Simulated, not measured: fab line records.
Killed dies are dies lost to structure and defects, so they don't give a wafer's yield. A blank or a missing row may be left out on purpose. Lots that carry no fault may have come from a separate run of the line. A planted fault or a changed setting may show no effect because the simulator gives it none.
Chamber matching    flow n5Finfet    4 sister chambers for N5_BEOL_M10_ETCH_65 on rieDiel-04
The step etches SiARC in CF4, target depth 39 nm, time 65 s. 4 wafers are shown with their chamber, then 12 later ones without.

== EACH WAFER AND ITS CHAMBER ==
wafer   chamber  showerheadPlenumPTorr (Torr)
L087.3  0        2.12
L092.2  2        2.21
L092.3  1        2.07
L092.4  3        2.24

== WAFERS MISSING THEIR CHAMBER ==
wafer   showerheadPlenumPTorr (Torr)
L094.1  2.07
L094.2  2.21
L094.4  2.24
L095.2  2.11
L095.3  2.21
L095.4  2.24
L096.3  2.24
L096.5  2.07
L096.6  2.20
L097.1  2.24
L097.4  2.20
L097.5  2.24

== EACH ONE'S CHAMBER ==
wafer   from the rows above  in truth
L094.1  1                    1
L094.2  2                    2
L094.4  3                    3
L095.2  0                    0
L095.3  2                    2
L095.4  3                    3
L096.3  3                    3
L096.5  1                    1
L096.6  2                    2
L097.1  3                    3
L097.4  2                    2
L097.5  3                    3
Correctly placed: 12 of 12. Not placeable from these rows: 0. Number placed wrongly: 0.
How it was worked out, from the rows above alone: a wafer's distance from a chamber is the root of the sum, over the readings, of the square of ((its reading less the chamber's mean) divided by the reading's scatter). The wafer belongs to the nearest chamber; if the next one is less than 2 further off, it can't be placed. Each chamber's mean is taken over the wafers shown for it. The scatter: with one shown wafer a chamber, the root of the mean of the squares of how far each hidden wafer lies from its nearest shown one.
